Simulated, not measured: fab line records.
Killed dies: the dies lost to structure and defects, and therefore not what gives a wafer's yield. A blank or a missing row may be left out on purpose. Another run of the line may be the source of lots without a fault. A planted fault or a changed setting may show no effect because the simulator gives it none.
Chamber matching | flow nand-harc | NHARC_A_ZERO_WELL_DESCUM_12 on rie-diel-03: 4 sister chambers
The step chemistry O2, time 3 s. 14 wafers are shown with their chamber, then 7 later ones without.

== WAFERS, EACH WITH ITS CHAMBER ==
wafer  | chamber | showerhead-plenum-p-Torr (Torr) | rf-vpp-V (V) | oes-product-au (a.u.)
L259.2 | 1       | 1.95                            | 58.0         | 0.996
L259.3 | 3       | 1.96                            | 58.5         | 1.000
L259.6 | 0       | 1.88                            | 57.8         | 0.998
L264.1 | 2       | 1.84                            | 56.8         | 1.020
L264.2 | 1       | 1.95                            | 58.2         | 1.002
L264.4 | 0       | 1.88                            | 57.3         | 1.004
L275.1 | 3       | 1.95                            | 58.2         | 1.005
L275.5 | 3       | 1.95                            | 58.4         | 0.997
L275.6 | 2       | 1.84                            | 55.9         | 0.999
L277.1 | 0       | 1.88                            | 57.8         | 1.001
L277.3 | 1       | 1.95                            | 57.4         | 0.992
L277.6 | 0       | 1.88                            | 56.7         | 0.993
L279.4 | 0       | 1.88                            | 57.1         | 1.004
L279.5 | 0       | 1.88                            | 58.0         | 0.992

SIGNATURES (averages over the wafers above)
reading                  | chamber 0 | chamber 1 | chamber 2 | chamber 3 | scatter within a chamber
showerhead-plenum-p-Torr | 1.8800    | 1.9500    | 1.8400    | 1.9533    | 0.00258
rf-vpp-V                 | 57.450    | 57.867    | 56.350    | 58.367    | 0.453
oes-product-au           | 0.99867   | 0.99667   | 1.00950   | 1.00067   | 0.00666
Rule: a wafer lies at a distance from a chamber equal to the root of the sum of squares, over the readings, of (its reading less the chamber's mean, divided by the reading's scatter). The wafer belongs to the nearest chamber; if the next one is less than 2 further off, it can't be placed. The scatter is the square root of a quotient: the sum, over the shown wafers, of each reading's squared deviation from its chamber's mean, divided by wafers minus chambers.

== WAFERS MISSING THEIR CHAMBER ==
wafer  | showerhead-plenum-p-Torr (Torr) | rf-vpp-V (V) | oes-product-au (a.u.)
L279.6 | 1.95                            | 58.9         | 1.004
L280.1 | 1.84                            | 56.3         | 0.998
L280.2 | 1.95                            | 56.9         | 1.007
L280.5 | 1.95                            | 56.3         | 0.999
L282.2 | 1.95                            | 58.7         | 1.015
L282.3 | 1.95                            | 56.8         | 0.999
L282.5 | 1.95                            | 58.2         | 0.996

== EACH ONE'S CHAMBER ==
wafer  | from the rows above     | in truth
L279.6 | can't be placed: 3 or 1 | 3
L280.1 | 2                       | 2
L280.2 | can't be placed: 1 or 3 | 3
L280.5 | can't be placed: 1 or 3 | 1
L282.2 | can't be placed: 3 or 1 | 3
L282.3 | can't be placed: 1 or 3 | 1
L282.5 | can't be placed: 1 or 3 | 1
1 of 7 placed correctly. Not placeable from these rows: 6 (in 6, the candidates include the true chamber). 0 placed wrongly.
